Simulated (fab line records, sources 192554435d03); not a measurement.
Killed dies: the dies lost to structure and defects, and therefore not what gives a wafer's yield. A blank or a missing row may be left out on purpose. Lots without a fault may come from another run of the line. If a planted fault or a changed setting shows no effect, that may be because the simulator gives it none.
Matching of chambers -- flow n5Finfet -- N5_BEOL_M0_SAQP_ETCH_88 on rieDiel-03 has 4 sister chambers
The step etches underlayer in N2/H2, target depth 6.5 nm, time 5.2 s. 4 wafers are shown with their chamber, then 8 later ones without.

## EACH WAFER AND ITS CHAMBER
wafer,chamber,drypumpMotorCurrentA (A)
L085.4,0,5.1
L088.1,3,5.2
L088.3,2,5.7
L092.3,1,6.3

## WAFERS WHOSE CHAMBER IS MISSING
wafer,drypumpMotorCurrentA (A)
L092.4,5.1
L092.5,5.2
L095.2,5.1
L095.3,6.4
L095.6,6.4
L097.1,5.7
L097.2,6.3
L097.4,5.2

## WHICH CHAMBER EACH ONE RAN IN
wafer,from the rows above,in truth
L092.4,0,0
L092.5,3,3
L095.2,0,0
L095.3,1,1
L095.6,1,1
L097.1,2,2
L097.2,1,1
L097.4,3,3
Correctly placed: 8 of 8. Can't be placed from these rows: 0. Wrongly placed: 0.
How it was worked out, from the rows above alone: a wafer's distance from a chamber is the root of the sum, over the readings, of the square of ((its reading less the chamber's mean) divided by the reading's scatter). If the next closest chamber is less than 2 further off than the closest, the wafer can't be placed; otherwise it belongs to the closest. Each chamber's mean is taken over the wafers shown for it. The scatter: root of mean squared gap, hidden wafer to nearest shown wafer, with one shown wafer a chamber.
